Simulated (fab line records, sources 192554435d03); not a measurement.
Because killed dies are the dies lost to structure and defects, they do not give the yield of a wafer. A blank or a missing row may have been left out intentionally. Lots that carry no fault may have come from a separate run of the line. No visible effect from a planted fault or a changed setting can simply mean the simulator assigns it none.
Split-lot study :: flow n5_finfet :: 21 wafers read across 7 lots, on a route 1938 steps long

## ON THE SPLIT
At N5_PASSIVATION_VIA_ETCH_13 (etches SiO2 in CHF3/O2, target depth 660 nm, time 330 s), the setting bias_w was moved away from the recipe's 170 W on 2 of the 21 wafers read, by +6.4% to +11.6%. All remaining wafers had this setting at the recipe value.

The reading is taken at the split's own step.

## THE READING
rf_vpp_V, in V, at N5_PASSIVATION_VIA_ETCH_13 (etches SiO2 in CHF3/O2, target depth 660 nm, time 330 s). A value of 521 V with a standard deviation of 10 V is what fault-free wafers of this fab line usually give.

wafer: L078.1
tool, chamber at the split: rie_diel-04, 3
bias_w as run, W: 170
against the recipe: recipe
rf_vpp_V, V: 521
against lot-mates on the recipe: -

wafer: L078.2
tool, chamber at the split: rie_diel-04, 0
bias_w as run, W: 170
against the recipe: recipe
rf_vpp_V, V: 519
against lot-mates on the recipe: -

wafer: L078.6
tool, chamber at the split: rie_diel-04, 3
bias_w as run, W: 170
against the recipe: recipe
rf_vpp_V, V: 520
against lot-mates on the recipe: -

wafer: L077.3
tool, chamber at the split: rie_diel-03, 3
bias_w as run, W: 170
against the recipe: recipe
rf_vpp_V, V: 538
against lot-mates on the recipe: -

wafer: L077.5
tool, chamber at the split: rie_diel-03, 3
bias_w as run, W: 170
against the recipe: recipe
rf_vpp_V, V: 537
against lot-mates on the recipe: -

wafer: L077.6
tool, chamber at the split: rie_diel-03, 0
bias_w as run, W: 170
against the recipe: recipe
rf_vpp_V, V: 538
against lot-mates on the recipe: -

wafer: L082.3
tool, chamber at the split: rie_diel-05, 2
bias_w as run, W: 170
against the recipe: recipe
rf_vpp_V, V: 506
against lot-mates on the recipe: -

wafer: L082.4
tool, chamber at the split: rie_diel-05, 1
bias_w as run, W: 170
against the recipe: recipe
rf_vpp_V, V: 510
against lot-mates on the recipe: -

wafer: L082.5
tool, chamber at the split: rie_diel-05, 3
bias_w as run, W: 170
against the recipe: recipe
rf_vpp_V, V: 517
against lot-mates on the recipe: -

wafer: L090.1
tool, chamber at the split: rie_diel-03, 3
bias_w as run, W: 170
against the recipe: recipe
rf_vpp_V, V: 538
against lot-mates on the recipe: -

wafer: L090.3
tool, chamber at the split: rie_diel-03, 1
bias_w as run, W: 170
against the recipe: recipe
rf_vpp_V, V: 517
against lot-mates on the recipe: -

wafer: L090.6
tool, chamber at the split: rie_diel-03, 1
bias_w as run, W: 189.8
against the recipe: +11.6%
rf_vpp_V, V: 562
against lot-mates on the recipe: +34

wafer: L092.1
tool, chamber at the split: rie_diel-05, 0
bias_w as run, W: 170
against the recipe: recipe
rf_vpp_V, V: 518
against lot-mates on the recipe: -

wafer: L092.2
tool, chamber at the split: rie_diel-05, 1
bias_w as run, W: 170
against the recipe: recipe
rf_vpp_V, V: 510
against lot-mates on the recipe: -

wafer: L092.6
tool, chamber at the split: rie_diel-05, 1
bias_w as run, W: 170
against the recipe: recipe
rf_vpp_V, V: 512
against lot-mates on the recipe: -

wafer: L095.3
tool, chamber at the split: rie_diel-04, 0
bias_w as run, W: 170
against the recipe: recipe
rf_vpp_V, V: 519
against lot-mates on the recipe: -

wafer: L095.5
tool, chamber at the split: rie_diel-04, 3
bias_w as run, W: 180.9
against the recipe: +6.4%
rf_vpp_V, V: 547
against lot-mates on the recipe: +29

wafer: L095.6
tool, chamber at the split: rie_diel-04, 2
bias_w as run, W: 170
against the recipe: recipe
rf_vpp_V, V: 517
against lot-mates on the recipe: -

wafer: L094.3
tool, chamber at the split: rie_diel-04, 2
bias_w as run, W: 170
against the recipe: recipe
rf_vpp_V, V: 518
against lot-mates on the recipe: -

wafer: L094.4
tool, chamber at the split: rie_diel-04, 0
bias_w as run, W: 170
against the recipe: recipe
rf_vpp_V, V: 518
against lot-mates on the recipe: -

wafer: L094.6
tool, chamber at the split: rie_diel-04, 3
bias_w as run, W: 170
against the recipe: recipe
rf_vpp_V, V: 519
against lot-mates on the recipe: -

THE FIT
A straight line over all 21 wafers: rf_vpp_V changes by +3.68 V for each +1% of bias_w; r = +0.74; the points scatter about the line by 9.6 V.
The same after taking each lot's own level away (the mean of its wafers on the recipe; 21 wafers): +3.31 V for each +1%; r = +0.90; scatter 4.6 V.
Per that fit: largest bias_w move, reading shift of 39 V.
Across the lots, their own levels run from 511.0 to 537.7 V, a range of 2.7 times the standard deviation given above.
So the lot-to-lot level blurs the effect unless lot-mates are compared.
Check: with one of the wafers moved furthest among these (+11.6%) left out of the fit, the line predicts +52.7 V for it against its lot-mates. Against them it came out at +34.5 V.
Tool readings at the split's step, against how far the setting was moved: rf_vpp_V r = +0.74.

## ADDITIONAL SPLITS CARRIED BY THESE WAFERS
Before the reading, these wafers also passed through other splits. Each is held against what the fit with the lots' levels taken away leaves over:
other split on the same wafers: N5_BEOL_M12_PEB_08 peb_temp_c
wafers away from the commonest value: 6
r with rf_vpp_V (lot level and that fit taken away): +0.01

other split on the same wafers: N5_BEOL_M13_COAT_04 spin_rpm
wafers away from the commonest value: 10
r with rf_vpp_V (lot level and that fit taken away): -0.03

other split on the same wafers: N5_BEOL_M13_DEP_53 time_s
wafers away from the commonest value: 6
r with rf_vpp_V (lot level and that fit taken away): -0.43

other split on the same wafers: N5_BEOL_M14_ILD_DEP_00 temp_c
wafers away from the commonest value: 5
r with rf_vpp_V (lot level and that fit taken away): +0.04

other split on the same wafers: N5_BEOL_M14_EXPOSE_25 dose_mj
wafers away from the commonest value: 8
r with rf_vpp_V (lot level and that fit taken away): +0.03

other split on the same wafers: N5_BEOL_M14_ETCH_68 time_s
wafers away from the commonest value: 3
r with rf_vpp_V (lot level and that fit taken away): -0.29

other split on the same wafers: N5_MIM_TOP_SPUTTER_03 time_s
wafers away from the commonest value: 4
r with rf_vpp_V (lot level and that fit taken away): +0.03

## FILE'S OWN FIT
rf_vpp_V changes by +3.32 V for each +1% of bias_w, r = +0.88.
